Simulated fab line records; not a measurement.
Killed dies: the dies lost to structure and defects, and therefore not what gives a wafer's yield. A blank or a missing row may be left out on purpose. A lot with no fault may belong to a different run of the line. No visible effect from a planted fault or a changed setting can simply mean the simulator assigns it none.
What tool caused it? ; flow n5-finfet ; at 1 step of a route of 1938, 9 lots with 27 wafers sampled

WHAT THE GAUGES READ, wafer by wafer
N5_DUMMY_REMOVAL_INSPECT_06: inspects for defects (brightfield).
lot;measured;on;raw-defect-count
L883;day 3 22:20;defect-inspect-01;21 15 11
L884;day 4 08:10;defect-inspect-01;11 8 23
L887;day 5 01:17;defect-inspect-02;12 8 8
L890;day 5 17:35;defect-inspect-02;2 14 7
L891;day 6 00:50;defect-inspect-01;7 7 6
L895;day 6 22:23;defect-inspect-02;14 13 7
L897;day 7 08:07;defect-inspect-02;8 17 5
L898;day 7 19:19;defect-inspect-01;11 7 6
L906;day 9 17:20;defect-inspect-01;4 13 14

EACH LOT AND THE TOOL THAT RAN IT (in order: tool; ch and the chambers of the sampled wafers; start)
Before these readings, the record contains no process step.

THE ANSWER, worked out from the rows above alone
Rule: the usual values come from the lots themselves. The widest of any qualifying gaps counts: lots, ordered by their means at a reading, are off when they make up no more than a third of the lots, leave a main group of 4 or more, and stand apart from it by 3 or more times the standard deviation of that group's means. A main group whose means are all the same, to the digits that the tables above print for the reading, isn't used. A lot without any number at a reading at which 4 lots or more have one is off too. All remaining lots with rows at the step are treated as sound.
Nothing can be told from this: no lot is off at any reading shown.

WHAT THE SIMULATOR HAD PUT IN
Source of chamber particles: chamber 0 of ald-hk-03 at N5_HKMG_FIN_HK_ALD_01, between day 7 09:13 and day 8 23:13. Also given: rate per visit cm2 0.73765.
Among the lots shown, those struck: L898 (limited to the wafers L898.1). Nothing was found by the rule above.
